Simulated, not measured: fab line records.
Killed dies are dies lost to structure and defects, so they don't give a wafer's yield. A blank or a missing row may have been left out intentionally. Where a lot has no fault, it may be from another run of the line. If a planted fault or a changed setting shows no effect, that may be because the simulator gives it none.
fab line records	flow nand_harc
record lots=24	wafers=72	last_day=33
route steps=1302 shown P_M1@315 P_M2@336 A_CHANNEL_HOLE_D1@479 A_CHANNEL_FILL_D1@493
lots that met no fault: taken from a fault-free run of the same line
start_h: hours from the record's first day to the start of the lot's first wafer shown	wait_h: hours since the lot's step before	" repeats the value in the row above	L1.1+2: several wafers, shown together as one row	- no value present, or no start provided	* or withheld: withheld	< > ~ a bound
route shown NAME@n: NAME is a module with steps in the file, n the number in the route of the first one	usual: mean and standard deviation over wafers with no fault	same: alike in all rows	chamber/n: place in a boat	sites: readings site by site	_std_site: the values' standard deviation	_edge_site: inner sites' mean taken away from outer sites' mean	radius_mm: how far each site lies from the wafer's centre	mask NAME#n: copy n	behind: tool/chamber where the wafer was last shaped	hold: why the lot went on hold/how many hours it stayed there/how the hold came to an end	device: transistor that didn't switch, given as n, p or np	end of line: the same wafers' tests at the end of the route	a step without rows: its recipe alone	killed: not the wafer's yield, but the dies lost to structure and defects at the first sort	map: per-die view of a wafer (x killed, . not killed, _ where there is no die)
set.NAME: the setting as run; set.NAME@STEP: as run at that earlier step	model.NAME: the simulator's own value behind a step, which no gauge read
the route's steps for a sample of lots (tables are steps, rows are wafers)
services: from which hour (start_h, from the record's first day; less than 0 if before it) a tool's chamber was out of use, for how many hours, and why
## steps
# step NHARC_P_M1_INSPECT_27
# usual raw_defect_count=291/110
lot.wafer	tool	chamber	start_h	wait_h	raw_defect_count
L074.1	defect_inspect-02	-	128.16	0.0	301
L074.5	"	-	"	"	336
L074.6	"	-	"	"	272
L075.2	defect_inspect-01	-	143.30	0.0	142
L075.4	"	-	"	"	362
L075.5	"	-	"	"	228
L076.1	defect_inspect-02	-	143.84	0.0	302
L076.2	"	-	"	"	218
L076.4	"	-	"	"	349
L077.3	defect_inspect-02	-	158.56	0.0	389
L077.4	"	-	"	"	531
L077.5	"	-	"	"	370
L078.1	defect_inspect-02	-	165.86	0.0	426
L078.3	"	-	"	"	286
L078.4	"	-	"	"	234
L079.1	defect_inspect-02	-	182.21	0.0	253
L079.2	"	-	"	"	180
L079.3	"	-	"	"	209
L080.2	defect_inspect-02	-	191.91	0.0	252
L080.3	"	-	"	"	314
L080.5	"	-	"	"	437
L081.3	defect_inspect-01	-	204.12	0.0	197
L081.5	"	-	"	"	194
L081.6	"	-	"	"	375
L082.2	defect_inspect-02	-	216.89	0.0	300
L082.4	"	-	"	"	432
L082.5	"	-	"	"	408
L083.2	defect_inspect-01	-	224.18	0.0	209
L083.3	"	-	"	"	116
L083.6	"	-	"	"	156
L084.3	defect_inspect-01	-	239.00	0.0	202
L084.5	"	-	"	"	247
L084.6	"	-	"	"	163
L086.2	defect_inspect-02	-	246.78	0.0	244
L086.5	"	-	"	"	311
L086.6	"	-	"	"	447
L085.3	defect_inspect-01	-	247.22	0.0	379
L085.4	"	-	"	"	520
L085.5	"	-	"	"	271
L087.3	defect_inspect-02	-	258.48	0.0	305
L087.5	"	-	"	"	545
L087.6	"	-	"	"	241
L088.1	defect_inspect-01	-	274.90	0.0	363
L088.3	"	-	"	"	284
L088.6	"	-	"	"	163
L089.1	defect_inspect-02	-	285.39	0.0	512
L089.4	"	-	"	"	354
L089.5	"	-	"	"	269
L090.2	defect_inspect-02	-	289.12	0.0	179
L090.3	"	-	"	"	251
L090.6	"	-	"	"	310
L091.3	defect_inspect-01	-	302.05	0.0	553
L091.4	"	-	"	"	372
L091.5	"	-	"	"	244
L092.1	defect_inspect-01	-	310.93	0.0	162
L092.2	"	-	"	"	198
L092.5	"	-	"	"	259
L093.1	defect_inspect-01	-	311.54	0.0	224
L093.5	"	-	"	"	258
L093.6	"	-	"	"	186
L094.1	defect_inspect-01	-	325.30	0.0	213
L094.2	"	-	"	"	232
L094.5	"	-	"	"	429
L095.2	defect_inspect-01	-	335.75	0.0	193
L095.4	"	-	"	"	189
L095.5	"	-	"	"	254
L096.2	defect_inspect-02	-	344.66	0.0	198
L096.3	"	-	"	"	294
L096.4	"	-	"	"	177
L097.2	defect_inspect-02	-	359.70	0.0	217
L097.3	"	-	"	"	304
L097.6	"	-	"	"	237
# step NHARC_P_M2_ETCH_28
# recipe target_depth_a=300	over_etch_frac=0.3	time_s=72.99	ion_energy_ev=150	cf4_flow_sccm=50	n2_flow_sccm=100	ar_flow_sccm=150	rf_w=300	bias_w=100	chemistry=CF4/N2
# usual drypump_motor_current_A=5.6/0.51	oes_product_au=0.996/0.012	rf_fwd_power_W=297.2/1.3	rf_vpp_V=314.5/1.6	showerhead_plenum_p_Torr=2.64/0.07	throttle_valve_pct=19.794/0.01
lot.wafer	tool	chamber	start_h	wait_h	drypump_motor_current_A	oes_product_au	rf_fwd_power_W	rf_hours_counter_h	rf_vpp_V	showerhead_plenum_p_Torr	throttle_valve_pct
L074.1	rie_diel-10	1	-	-	6.4	0.999	298.5	2.4	317.5	2.68	19.798
L074.6	"	3	"	"	4.8	0.987	297.3	-	316.5	2.72	19.832
L074.5	"	0	"	"	5.5	0.984	296.0	-	315.3	2.61	19.791
L075.4	rie_diel-07	1	-	-	5.1	1.004	298.2	0.4	312.6	2.59	19.808
L075.2	"	3	"	"	6.5	1.005	296.8	0.3	312.6	2.59	19.790
L075.5	"	2	"	"	6.0	1.005	298.8	-	318.0	2.81	19.779
L076.2	rie_diel-05	3	-	-	5.8	1.008	299.4	6.2	313.9	2.65	19.788
L076.1	"	0	"	"	5.4	0.991	296.9	6.0	313.8	2.65	19.809
L076.4	"	2	"	"	5.2	0.975	295.1	7.9	314.3	2.66	19.789
L077.3	rie_diel-07	2	-	-	6.0	1.005	298.6	1.4	316.8	2.81	19.777
L077.4	"	1	"	"	5.1	1.008	299.5	2.0	313.7	2.59	19.812
L077.5	"	2	"	"	6.0	1.016	297.8	-	317.0	2.81	19.786
L078.3	rie_diel-07	1	-	-	5.1	1.011	298.2	2.3	313.8	2.59	19.790
L078.4	"	2	"	"	6.0	1.006	298.9	1.8	318.8	2.81	19.799
L078.1	"	3	"	"	6.5	1.002	297.7	1.5	313.7	2.59	19.799
L079.3	rie_diel-05	0	-	-	5.4	0.982	296.2	7.7	316.3	2.65	19.798
L079.1	"	1	"	"	5.6	0.992	299.9	8.5	311.4	2.50	19.797
L079.2	"	3	"	"	5.8	1.011	299.6	7.9	315.8	2.65	19.777
L080.3	rie_diel-10	0	-	-	5.4	0.987	296.0	5.4	313.0	2.61	19.804
L080.2	"	1	"	"	6.4	0.998	296.6	5.6	315.4	2.68	19.798
L080.5	"	3	"	"	4.8	0.998	298.1	-	317.3	2.72	19.803
L081.3	rie_diel-05	2	-	-	5.2	0.987	295.6	10.3	314.8	2.66	19.785
L081.5	"	1	"	"	5.6	0.983	296.7	-	312.1	2.50	19.790
L081.6	"	2	"	"	5.2	0.977	294.7	-	315.6	2.66	19.799
L082.4	rie_diel-10	3	-	-	4.7	0.984	296.1	6.1	316.4	2.72	19.801
L082.2	"	2	"	"	5.5	0.981	298.8	5.6	314.1	2.62	19.791
L082.5	"	3	"	"	4.7	0.984	296.9	-	316.2	2.72	19.796
L083.3	rie_diel-10	0	-	-	5.5	0.983	296.5	7.1	313.7	2.61	19.802
L083.2	"	2	"	"	5.5	0.987	297.4	6.0	311.8	2.62	19.800
L083.6	"	0	"	"	5.5	0.984	296.2	-	313.8	2.61	19.783
L084.3	rie_diel-05	0	-	-	5.4	0.996	298.4	0.1	314.3	2.65	19.788
L084.5	"	1	"	"	5.6	0.991	297.3	-	313.0	2.50	19.818
L084.6	"	2	"	"	5.2	0.990	296.4	-	314.1	2.66	19.806
L086.2	rie_diel-05	1	-	-	5.6	1.005	298.3	0.8	311.6	2.50	19.790
L086.6	"	3	"	"	5.8	1.028	298.9	-	315.3	2.65	19.790
L086.5	"	0	"	"	5.3	1.001	297.1	-	314.2	2.65	19.795
L085.3	rie_diel-05	3	-	-	5.8	1.017	297.6	1.4	316.1	2.65	19.792
L085.4	"	1	"	"	5.6	0.995	298.4	0.9	312.0	2.50	19.788
L085.5	"	0	"	"	5.4	0.990	297.0	-	314.9	2.65	19.810
L087.3	rie_diel-05	0	-	-	5.3	0.987	295.9	1.0	315.1	2.65	19.792
L087.5	"	1	"	"	5.6	0.998	296.0	-	309.9	2.50	19.804
L087.6	"	2	"	"	5.2	0.975	295.4	-	315.1	2.65	19.780
L088.1	rie_diel-10	3	-	-	4.8	0.999	296.5	0.8	315.3	2.72	19.786
L088.3	"	1	"	"	6.4	0.988	298.2	0.6	315.2	2.68	19.791
L088.6	"	3	"	"	4.8	0.987	296.7	-	316.1	2.72	19.800
L089.1	rie_diel-05	2	-	-	5.2	0.983	295.8	3.7	315.2	2.65	19.806
L089.4	"	3	"	"	5.8	1.017	297.1	3.5	314.3	2.65	19.791
L089.5	"	2	"	"	5.2	0.988	295.7	-	315.2	2.65	19.788
L090.2	rie_diel-10	1	-	-	6.4	0.988	298.9	2.8	315.1	2.68	19.792
L090.3	"	2	"	"	5.5	1.010	296.5	2.7	315.0	2.62	19.781
L090.6	"	1	"	"	6.4	0.984	299.4	-	314.7	2.68	19.789
L091.4	rie_diel-10	1	-	-	6.4	0.983	297.4	3.7	315.1	2.68	19.780
L091.3	"	3	"	"	4.7	1.006	298.2	3.6	315.6	2.72	19.777
L091.5	"	2	"	"	5.5	1.013	298.3	-	313.3	2.62	19.801
L092.2	rie_diel-10	3	-	-	4.7	0.994	295.6	4.3	316.0	2.72	19.800
L092.1	"	0	"	"	5.5	0.993	295.3	4.4	314.4	2.61	19.786
L092.5	"	1	"	"	6.4	0.984	299.5	-	314.3	2.68	19.800
L093.1	rie_diel-10	3	-	-	4.7	0.990	297.8	4.4	315.7	2.72	19.800
L093.6	"	2	"	"	5.5	0.997	297.8	-	314.7	2.62	19.799
L093.5	"	3	"	"	4.7	0.995	298.0	-	316.9	2.72	19.787
L094.2	rie_diel-05	0	-	-	5.4	1.000	296.6	5.1	315.1	2.65	19.797
L094.1	"	3	"	"	5.8	1.010	299.6	6.4	312.6	2.65	19.781
L094.5	"	0	"	"	5.3	0.995	297.1	-	313.1	2.65	19.806
L095.4	rie_diel-05	2	-	-	5.2	0.994	294.4	7.6	315.5	2.65	19.783
L095.2	"	3	"	"	5.8	1.015	299.3	6.7	316.0	2.65	19.789
L095.5	"	1	"	"	5.6	1.001	296.9	-	312.7	2.50	19.805
L096.3	rie_diel-05	1	-	-	5.6	0.995	295.3	6.5	311.3	2.50	19.791
L096.2	"	2	"	"	5.2	0.994	295.0	7.7	314.5	2.65	19.805
L096.4	"	3	"	"	5.8	1.011	298.1	6.9	315.6	2.65	19.806
L097.2	rie_diel-07	3	-	-	6.5	1.017	297.6	4.4	312.8	2.58	19.800
L097.3	"	0	"	"	6.7	0.995	296.2	4.7	313.1	2.61	19.793
L097.6	"	0	"	"	6.7	1.006	296.2	-	313.6	2.61	19.804
# step NHARC_A_CHANNEL_HOLE_D1_ETCH_33
# recipe bias_v=400	source_w=2000	pressure_mtorr=25	time_s=90	ar_flow_sccm=375	c4f8_flow_sccm=41.7	o2_flow_sccm=83.3	temp_c=-20	target_depth_a=4000	chemistry=C4F8/O2/Ar
# usual drypump_motor_current_A=5.5/0.34	rf_fwd_power_W=1988/8.3	showerhead_plenum_p_Torr=3.68/0.098	throttle_valve_pct=27.620/0.0093
lot.wafer	tool	chamber	start_h	wait_h	drypump_motor_current_A	rf_fwd_power_W	rf_hours_counter_h	showerhead_plenum_p_Torr	throttle_valve_pct
L074.1	har_etch-01	0	188.00	0.2	5.2	1998	88	3.75	27.613
L074.6	"	0	"	"	5.2	1992	-	3.75	27.619
L074.5	"	1	"	"	5.4	1972	-	3.77	27.620
L076.1	har_etch-02	0	200.93	0.2	5.6	1979	304	3.74	27.617
L076.2	"	1	"	"	6.1	2002	304	3.52	27.617
L076.4	"	1	"	"	6.1	2003	-	3.52	27.616
L075.2	har_etch-01	1	202.14	0.2	5.4	1983	99	3.77	27.629
L075.4	"	1	"	"	5.4	1979	-	3.77	27.617
L075.5	"	1	"	"	5.4	1974	-	3.77	27.643
L077.3	har_etch-02	1	212.78	0.2	6.1	1988	-	3.52	27.616
L077.4	"	0	"	"	5.6	1989	-	3.74	27.625
L077.5	"	0	"	"	5.6	1982	-	3.74	27.631
L078.1	har_etch-02	1	218.78	0.2	6.1	1992	315	3.51	27.611
L078.4	"	0	"	"	5.6	1988	-	3.73	27.612
L078.3	"	1	"	"	6.1	1992	-	3.51	27.625
L079.1	har_etch-02	0	243.32	0.2	5.6	2003	326	3.73	27.624
L079.2	"	1	"	"	6.1	1989	326	3.51	27.609
L079.3	"	0	"	"	5.6	1992	-	3.73	27.630
L080.2	har_etch-01	0	243.44	0.2	5.2	1991	126	3.73	27.628
L080.3	"	1	"	"	5.4	1986	-	3.75	27.602
L080.5	"	1	"	"	5.4	1982	-	3.75	27.605
L081.3	har_etch-02	0	263.54	0.2	5.6	1993	-	3.72	27.620
L081.6	"	1	"	"	6.1	1988	-	3.50	27.627
L081.5	"	0	"	"	5.6	1991	-	3.72	27.599
L082.2	har_etch-01	1	278.98	0.2	5.4	1971	141	3.74	27.623
L082.4	"	1	"	"	5.4	1981	-	3.74	27.617
L082.5	"	0	"	"	5.1	1993	-	3.72	27.616
L083.2	har_etch-02	1	282.43	0.2	6.1	1995	346	3.50	27.615
L083.3	"	0	"	"	5.6	1996	-	3.72	27.618
L083.6	"	0	"	"	5.6	1989	-	3.72	27.615
L084.3	har_etch-02	0	294.80	0.2	5.6	1999	-	3.71	27.624
L084.5	"	1	"	"	6.1	1991	-	3.49	27.613
L084.6	"	0	"	"	5.6	1992	-	3.71	27.625
L085.4	har_etch-01	0	301.47	0.2	5.1	1998	-	3.71	27.607
L085.3	"	1	"	"	5.4	1973	-	3.74	27.623
L085.5	"	0	"	"	5.2	1997	-	3.71	27.599
L086.2	har_etch-01	0	305.63	0.2	5.2	1993	160	3.71	27.621
L086.5	"	1	"	"	5.4	1976	-	3.73	27.626
L086.6	"	0	"	"	5.1	2001	-	3.71	27.602
L087.3	har_etch-01	0	314.01	0.2	5.2	2003	-	3.71	27.624
L087.5	"	1	"	"	5.4	1983	-	3.73	27.620
L087.6	"	0	"	"	5.1	2000	-	3.71	27.620
L088.1	har_etch-01	1	332.91	0.2	5.4	1992	176	3.72	27.622
L088.3	"	0	"	"	5.2	1999	-	3.70	27.618
L088.6	"	0	"	"	5.2	2000	-	3.70	27.626
L089.1	har_etch-01	1	340.90	0.2	5.4	1975	180	3.72	27.626
L089.4	"	1	"	"	5.4	1981	-	3.72	27.629
L089.5	"	0	"	"	5.2	1992	-	3.70	27.640
L090.2	har_etch-01	0	351.14	0.2	5.1	1993	187	3.69	27.620
L090.3	"	0	"	"	5.2	1994	-	3.69	27.618
L090.6	"	0	"	"	5.1	1987	-	3.69	27.605
L091.3	har_etch-02	1	359.69	0.2	6.1	1996	-	3.47	27.632
L091.4	"	0	"	"	5.6	1992	-	3.69	27.600
L091.5	"	1	"	"	6.1	1992	-	3.47	27.619
L093.1	har_etch-01	0	364.00	0.2	5.2	1987	195	3.69	27.638
L093.5	"	0	"	"	5.2	1985	-	3.69	27.618
L093.6	"	1	"	"	5.4	1971	-	3.71	27.608
L092.1	har_etch-02	0	364.62	0.2	5.6	1989	399	3.69	27.625
L092.2	"	1	"	"	6.1	2001	399	3.47	27.618
L092.5	"	0	"	"	5.7	1992	-	3.69	27.630
L094.1	har_etch-01	1	383.99	0.2	5.4	1973	203	3.71	27.627
L094.2	"	0	"	"	5.1	1988	203	3.69	27.623
L094.5	"	1	"	"	5.4	1973	-	3.71	27.614
L095.2	har_etch-02	0	402.00	0.2	5.6	1984	4	3.68	27.627
L095.4	"	0	"	"	5.6	1985	-	3.68	27.618
L095.5	"	0	"	"	5.6	1984	-	3.68	27.630
L096.2	har_etch-01	1	405.51	0.2	5.4	1982	222	3.70	27.628
L096.4	"	0	"	"	5.1	1990	-	3.68	27.627
L096.3	"	1	"	"	5.4	1986	-	3.70	27.630
L097.2	har_etch-01	1	418.14	0.2	5.4	1971	230	3.69	27.630
L097.3	"	0	"	"	5.2	1986	-	3.67	27.611
L097.6	"	1	"	"	5.4	1972	-	3.69	27.626
# step NHARC_A_CHANNEL_FILL_D1_ALD_03
# recipe target_thk_a=60	pulse_time_s=60	ald_cycles=58	temp_c=630	pressure_torr=2	material=SiNx
# usual precursor_pulse_height_rel=1.001/0.019
lot.wafer	tool	chamber	start_h	wait_h	precursor_pulse_height_rel
L074.1	ald_sin_batch-02	0	-	-	0.952
L074.5	"	0	"	"	0.997
L074.6	"	0	"	"	1.018
L075.2	ald_sin_batch-02	0	-	-	0.988
L075.4	"	0	"	"	1.012
L075.5	"	0	"	"	0.985
L076.1	ald_sin_batch-02	0	-	-	0.977
L076.2	"	0	"	"	0.979
L076.4	"	0	"	"	1.017
L077.3	ald_sin_batch-01	0	-	-	0.989
L077.4	"	0	"	"	1.012
L077.5	"	0	"	"	1.026
L078.1	ald_sin_batch-01	0	-	-	1.028
L078.3	"	0	"	"	0.993
L078.4	"	0	"	"	0.980
L079.1	ald_sin_batch-01	0	-	-	1.010
L079.2	"	0	"	"	0.989
L079.3	"	0	"	"	0.989
L080.2	ald_sin_batch-01	0	-	-	1.016
L080.3	"	0	"	"	1.017
L080.5	"	0	"	"	1.006
L081.3	ald_sin_batch-03	0	-	-	1.000
L081.5	"	0	"	"	0.986
L081.6	"	0	"	"	0.998
L082.2	ald_sin_batch-03	0	-	-	1.011
L082.4	"	0	"	"	1.017
L082.5	"	0	"	"	1.015
L083.2	ald_sin_batch-03	0	-	-	0.986
L083.3	"	0	"	"	0.991
L083.6	"	0	"	"	1.001
L084.3	ald_sin_batch-01	0	-	-	1.020
L084.5	"	0	"	"	0.994
L084.6	"	0	"	"	0.991
L085.3	ald_sin_batch-01	0	-	-	1.036
L085.4	"	0	"	"	0.996
L085.5	"	0	"	"	1.011
L086.2	ald_sin_batch-02	0	-	-	1.007
L086.5	"	0	"	"	1.016
L086.6	"	0	"	"	0.977
L087.3	ald_sin_batch-01	0	-	-	1.026
L087.5	"	0	"	"	1.007
L087.6	"	0	"	"	1.044
L088.1	ald_sin_batch-01	0	-	-	1.016
L088.3	"	0	"	"	1.001
L088.6	"	0	"	"	1.018
L089.1	ald_sin_batch-02	0	-	-	0.983
L089.4	"	0	"	"	1.009
L089.5	"	0	"	"	1.030
L090.2	ald_sin_batch-03	0	-	-	1.002
L090.3	"	0	"	"	1.009
L090.6	"	0	"	"	1.013
L091.3	ald_sin_batch-01	0	-	-	1.025
L091.4	"	0	"	"	1.010
L091.5	"	0	"	"	0.992
L092.1	ald_sin_batch-01	0	-	-	1.012
L092.2	"	0	"	"	1.045
L092.5	"	0	"	"	1.022
L093.1	ald_sin_batch-01	0	-	-	1.007
L093.5	"	0	"	"	1.006
L093.6	"	0	"	"	0.983
L094.1	ald_sin_batch-01	0	-	-	1.014
L094.2	"	0	"	"	0.982
L094.5	"	0	"	"	0.988
L095.2	ald_sin_batch-03	0	-	-	0.997
L095.4	"	0	"	"	1.002
L095.5	"	0	"	"	1.018
L096.2	ald_sin_batch-03	0	-	-	0.992
L096.3	"	0	"	"	1.008
L096.4	"	0	"	"	1.034
L097.2	ald_sin_batch-01	0	-	-	0.990
L097.3	"	0	"	"	0.979
L097.6	"	0	"	"	1.001
# step NHARC_A_CHANNEL_FILL_D1_ALD_15
# recipe target_thk_a=20	pulse_time_s=60	ald_cycles=19	temp_c=630	pressure_torr=2	material=SiNx
# usual precursor_pulse_height_rel=1.001/0.018
lot.wafer	tool	chamber	start_h	wait_h	precursor_pulse_height_rel
L074.1	ald_sin_batch-03	0	-	-	1.022
L074.5	"	0	"	"	0.997
L074.6	"	0	"	"	0.989
L075.2	ald_sin_batch-03	0	215.01	2.9	1.000
L075.4	"	0	"	"	1.044
L075.5	"	0	"	"	1.003
L076.1	ald_sin_batch-03	0	-	-	0.979
L076.2	"	0	"	"	0.998
L076.4	"	0	"	"	0.971
L077.3	ald_sin_batch-02	0	-	-	0.987
L077.4	"	0	"	"	1.040
L077.5	"	0	"	"	1.002
L078.1	ald_sin_batch-01	0	-	-	1.023
L078.3	"	0	"	"	1.004
L078.4	"	0	"	"	1.031
L079.1	ald_sin_batch-02	0	-	-	0.989
L079.2	"	0	"	"	0.993
L079.3	"	0	"	"	1.003
L080.2	ald_sin_batch-02	0	-	-	1.004
L080.3	"	0	"	"	0.989
L080.5	"	0	"	"	0.966
L081.3	ald_sin_batch-01	0	-	-	0.991
L081.5	"	0	"	"	1.006
L081.6	"	0	"	"	1.027
L082.2	ald_sin_batch-03	0	-	-	0.982
L082.4	"	0	"	"	0.960
L082.5	"	0	"	"	0.968
L083.2	ald_sin_batch-01	0	-	-	0.976
L083.3	"	0	"	"	1.010
L083.6	"	0	"	"	1.006
L084.3	ald_sin_batch-02	0	-	-	0.993
L084.5	"	0	"	"	0.984
L084.6	"	0	"	"	1.026
L085.3	ald_sin_batch-01	0	-	-	0.987
L085.4	"	0	"	"	1.016
L085.5	"	0	"	"	1.000
L086.2	ald_sin_batch-01	0	-	-	1.010
L086.5	"	0	"	"	0.985
L086.6	"	0	"	"	1.005
L087.3	ald_sin_batch-03	0	-	-	1.001
L087.5	"	0	"	"	0.995
L087.6	"	0	"	"	1.018
L088.1	ald_sin_batch-01	0	-	-	0.977
L088.3	"	0	"	"	1.007
L088.6	"	0	"	"	0.985
L089.1	ald_sin_batch-01	0	-	-	0.983
L089.4	"	0	"	"	1.004
L089.5	"	0	"	"	1.013
L090.2	ald_sin_batch-02	0	-	-	1.024
L090.3	"	0	"	"	0.984
L090.6	"	0	"	"	0.986
L091.3	ald_sin_batch-03	0	-	-	1.004
L091.4	"	0	"	"	1.005
L091.5	"	0	"	"	0.995
L092.1	ald_sin_batch-01	0	-	-	1.002
L092.2	"	0	"	"	0.975
L092.5	"	0	"	"	0.965
L093.1	ald_sin_batch-01	0	-	-	0.987
L093.5	"	0	"	"	1.022
L093.6	"	0	"	"	0.995
L094.1	ald_sin_batch-03	0	-	-	1.033
L094.2	"	0	"	"	1.007
L094.5	"	0	"	"	1.028
L095.2	ald_sin_batch-03	0	-	-	0.988
L095.4	"	0	"	"	1.017
L095.5	"	0	"	"	0.991
L096.2	ald_sin_batch-03	0	-	-	0.977
L096.3	"	0	"	"	0.977
L096.4	"	0	"	"	0.999
L097.2	ald_sin_batch-01	0	-	-	0.977
L097.3	"	0	"	"	0.972
L097.6	"	0	"	"	0.996
# step NHARC_A_CHANNEL_FILL_D1_STRIP_28
# recipe time_s=20	o2_flow_sccm=500	ar_flow_sccm=0	bias_w=0	chemistry=O2
# usual drypump_motor_current_A=5.5/0.66	oes_product_au=0.996/0.011	rf_vpp_V=57.8/0.95	showerhead_plenum_p_Torr=3.58/0.13	throttle_valve_pct=17.037/0.0088
lot.wafer	tool	chamber	start_h	wait_h	drypump_motor_current_A	oes_product_au	rf_hours_counter_h	rf_vpp_V	showerhead_plenum_p_Torr	throttle_valve_pct
L074.1	rie_diel-08	3	217.78	0.1	5.7	0.995	0.8	58.9	3.65	17.040
L074.6	"	1	"	"	4.9	1.000	-	59.8	3.79	17.036
L074.5	"	2	"	"	5.0	1.023	-	58.5	3.59	17.044
L075.4	rie_diel-07	0	231.25	0.1	6.8	0.989	5.3	58.1	3.51	17.043
L075.2	"	2	"	"	6.0	1.004	6.1	58.7	3.76	17.044
L075.5	"	1	"	"	5.1	0.995	-	57.8	3.48	17.026
L076.2	rie_diel-10	1	231.25	0.1	6.4	0.996	7.1	58.0	3.60	17.040
L076.1	"	2	"	"	5.5	0.995	6.0	57.1	3.53	17.026
L076.4	"	0	"	"	5.5	0.978	7.2	58.5	3.51	17.043
L077.3	rie_diel-08	1	243.15	0.1	4.9	0.993	1.8	60.1	3.79	17.038
L077.4	"	3	"	"	5.8	0.990	2.3	57.3	3.65	17.034
L077.5	"	1	"	"	4.9	0.994	-	59.6	3.79	17.036
L078.3	rie_diel-07	2	248.94	0.1	6.0	1.010	6.5	58.3	3.76	17.019
L078.1	"	3	"	"	6.5	1.008	5.8	57.8	3.47	17.025
L078.4	"	1	"	"	5.1	0.996	6.3	57.4	3.48	17.025
L079.3	rie_diel-10	0	270.95	0.1	5.5	0.993	0.2	58.8	3.51	17.030
L079.2	"	1	"	"	6.4	0.998	0.2	56.5	3.60	17.040
L079.1	"	2	"	"	5.6	1.009	0.3	58.0	3.52	17.057
L080.3	rie_diel-08	0	270.98	0.1	4.8	1.002	2.6	56.3	3.32	17.031
L080.2	"	1	"	"	4.9	0.998	2.4	59.6	3.79	17.053
L080.5	"	2	"	"	5.0	1.019	-	59.0	3.59	17.039
L081.3	rie_diel-08	3	289.71	0.1	5.7	0.989	4.4	58.1	3.65	17.039
L081.5	"	1	"	"	4.9	0.990	-	57.0	3.78	17.035
L081.6	"	2	"	"	5.0	1.009	-	55.9	3.59	17.030
L082.2	rie_diel-10	2	305.83	0.1	5.6	1.005	3.8	57.2	3.52	17.038
L082.4	"	3	"	"	4.7	0.996	3.6	58.3	3.65	17.021
L082.5	"	2	"	"	5.5	1.011	-	58.0	3.52	17.033
L083.2	rie_diel-07	2	309.19	0.1	6.0	0.997	0.2	57.7	3.76	17.035
L083.3	"	3	"	"	6.5	1.014	0.2	56.8	3.47	17.040
L083.6	"	0	"	"	6.7	1.008	-	56.1	3.51	17.022
L084.3	rie_diel-10	2	321.45	0.1	5.6	1.002	4.7	57.9	3.52	17.041
L084.6	"	0	"	"	5.5	0.993	-	57.7	3.51	17.035
L084.5	"	1	"	"	6.4	0.998	-	60.7	3.60	17.037
L086.2	rie_diel-08	2	330.33	0.1	5.0	1.014	7.5	57.9	3.58	17.041
L086.6	"	2	"	"	5.0	1.005	-	58.3	3.58	17.039
L086.5	"	3	"	"	5.7	0.997	-	57.3	3.65	17.050
L085.3	rie_diel-07	1	330.36	0.1	5.1	0.998	3.7	57.4	3.48	17.026
L085.5	"	0	"	"	6.7	1.006	-	57.0	3.50	17.040
L085.4	"	1	"	"	5.1	0.992	-	57.2	3.48	17.041
L087.3	rie_diel-08	1	341.96	0.1	4.9	0.985	8.8	57.9	3.78	17.036
L087.5	"	1	"	"	4.9	0.987	-	57.9	3.78	17.051
L087.6	"	2	"	"	5.0	1.006	-	59.1	3.58	17.032
L088.3	rie_diel-10	0	360.35	0.1	5.5	0.973	6.8	57.8	3.51	17.032
L088.1	"	2	"	"	5.6	0.984	6.7	57.4	3.52	17.048
L088.6	"	0	"	"	5.5	0.974	-	58.0	3.51	17.036
L089.1	rie_diel-10	1	367.07	0.1	6.4	0.980	6.7	57.1	3.60	17.036
L089.4	"	3	"	"	4.8	1.002	7.0	56.8	3.65	17.016
L089.5	"	1	"	"	6.4	0.973	-	57.7	3.60	17.032
L090.2	rie_diel-08	2	377.29	0.1	5.0	0.985	0.0	58.5	3.58	17.035
L090.3	"	3	"	"	5.7	0.996	0.0	57.3	3.65	17.045
L090.6	"	1	"	"	4.9	0.986	-	58.5	3.78	17.040
L091.3	rie_diel-07	2	386.04	0.1	6.0	0.983	3.5	59.5	3.76	17.032
L091.4	"	1	"	"	5.1	0.990	5.3	55.2	3.48	17.029
L091.5	"	2	"	"	6.0	0.986	-	58.7	3.76	17.045
L092.2	rie_diel-08	1	390.24	0.1	4.9	0.983	0.9	58.7	3.78	17.028
L092.1	"	2	"	"	5.0	0.998	0.9	57.5	3.58	17.038
L092.5	"	0	"	"	4.8	0.996	-	56.4	3.32	17.049
L093.1	rie_diel-07	3	390.31	0.1	6.5	1.013	5.4	58.7	3.47	17.048
L093.6	"	2	"	"	6.0	0.991	-	59.5	3.76	17.027
L093.5	"	3	"	"	6.5	1.004	-	57.7	3.47	17.047
L094.2	rie_diel-10	1	410.80	0.1	6.4	0.991	9.7	58.8	3.60	17.031
L094.1	"	0	"	"	5.5	0.981	10.0	58.3	3.50	17.028
L094.5	"	1	"	"	6.4	0.984	-	57.8	3.60	17.044
L096.4	rie_diel-07	0	428.89	0.1	6.6	1.012	6.7	58.2	3.50	17.046
L096.3	"	2	"	"	6.0	0.995	5.1	58.6	3.76	17.041
L096.2	"	3	"	"	6.5	1.001	6.8	56.6	3.47	17.034
L095.2	rie_diel-08	2	428.89	0.1	5.1	0.994	2.8	56.8	3.58	17.046
L095.4	"	3	"	"	5.8	1.007	2.4	57.6	3.65	17.036
L095.5	"	0	"	"	4.9	1.008	-	58.1	3.32	17.038
L097.3	rie_diel-08	0	444.41	0.1	4.8	1.001	2.5	55.7	3.32	17.040
L097.2	"	1	"	"	4.9	0.985	3.4	58.3	3.78	17.044
L097.6	"	0	"	"	4.8	1.000	-	57.5	3.32	17.058
## services
tool	chamber	start_h	hours	kind
rie_diel-07	-	117.22	9.0	pm
rie_diel-05	3	123.40	7.5	repair
rie_diel-08	1	140.35	5.1	repair
rie_diel-05	2	155.53	7.6	repair
ald_sin_batch-03	-	178.21	17.8	repair
rie_diel-10	2	181.87	9.0	repair
rie_diel-08	-	183.59	0.3	repair
rie_diel-08	-	190.80	9.0	pm
ald_sin_batch-02	-	198.61	5.9	repair
rie_diel-10	0	207.71	4.6	repair
har_etch-02	-	226.23	3.1	repair
rie_diel-05	-	229.60	9.0	pm
rie_diel-10	-	242.50	9.0	pm
ald_sin_batch-02	-	266.00	26.0	pm
rie_diel-05	-	289.06	3.4	repair
rie_diel-07	-	294.22	9.0	pm
rie_diel-08	1	300.44	2.5	repair
rie_diel-07	2	322.94	11.5	repair
rie_diel-08	-	356.37	1.3	repair
rie_diel-05	1	361.85	1.8	repair
rie_diel-08	-	367.80	9.0	pm
rie_diel-05	-	406.60	9.0	pm
rie_diel-10	-	419.50	9.0	pm
rie_diel-07	1	433.42	6.1	repair
## key
fault none
